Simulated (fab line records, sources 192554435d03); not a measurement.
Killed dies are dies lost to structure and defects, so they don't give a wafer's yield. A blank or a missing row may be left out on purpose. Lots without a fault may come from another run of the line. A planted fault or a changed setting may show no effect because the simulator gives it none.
Which tool did it? | flow n5_finfet | 11 lots, 33 wafers sampled, at 2 steps of a route of 1938

WHAT THE GAUGES READ, wafer by wafer
N5_BEOL_M9_OCD_MEAS_38.
lot  | measured     | on     | trench_depth_nm (nm)
L107 | day 11 04:14 | ocd-01 | 156 149 152
L113 | day 11 23:38 | ocd-01 | 146 149 148
L106 | day 12 00:08 | ocd-01 | 155 146 150
L114 | day 12 02:21 | ocd-02 | 148 148 152
L115 | day 12 16:59 | ocd-01 | 155 151 153
L117 | day 12 17:25 | ocd-01 | 156 153 153
L118 | day 13 15:43 | ocd-01 | 154 155 152
L121 | day 14 12:37 | ocd-01 | 157 147 147
L126 | day 16 05:21 | ocd-02 | 153 145 148
L127 | day 16 05:32 | ocd-01 | 146 148 155
L128 | day 16 14:35 | ocd-02 | 155 153 151

WHICH TOOL RAN EACH LOT (tool, then ch and the chambers of the sampled wafers, then the start)
lot  | N5_BEOL_M9_VIA_ETCH_34
L107 | rie_diel-04 ch 1,2,3, day 11 03:58
L113 | rie_diel-02 ch 0,1,3, day 11 23:22
L106 | rie_diel-06 ch 0,1,2, day 11 23:52
L114 | rie_diel-06 ch 0,1,3, day 12 02:04
L115 | rie_diel-04 ch 1,2,3, day 12 16:43
L117 | rie_diel-04 ch 0,2, day 12 17:08
L118 | rie_diel-04 ch 0,2,3, day 13 15:27
L121 | rie_diel-02 ch 0,2,3, day 14 12:20
L126 | rie_diel-06 ch 0,2,3, day 16 05:04
L127 | rie_diel-02 ch 0,1,2, day 16 05:16
L128 | rie_diel-04 ch 0,1,3, day 16 14:19
- N5_BEOL_M9_VIA_ETCH_34: etches SiCOH lowk in C4F6/O2, target depth 182.4 nm, time 68.4 s.

THE ANSWER, worked out from the rows above alone
Rule: what is usual is taken from the lots themselves. Put in order of their means at a reading, lots are off if they are a third of the lots or fewer, leave a main group of 4 or more, and stand apart from it by a gap of 3 or more times the standard deviation of the main group's means; of several such gaps the widest counts. A main group whose means are all the same, to the digits that the tables above print for the reading, isn't used. A lot without any number at a reading at which 4 lots or more have one is off too. The other lots that the step has rows for count as sound.
No lot is off at any reading shown: from this, nothing can be told.

WHAT THE SIMULATOR HAD PUT IN
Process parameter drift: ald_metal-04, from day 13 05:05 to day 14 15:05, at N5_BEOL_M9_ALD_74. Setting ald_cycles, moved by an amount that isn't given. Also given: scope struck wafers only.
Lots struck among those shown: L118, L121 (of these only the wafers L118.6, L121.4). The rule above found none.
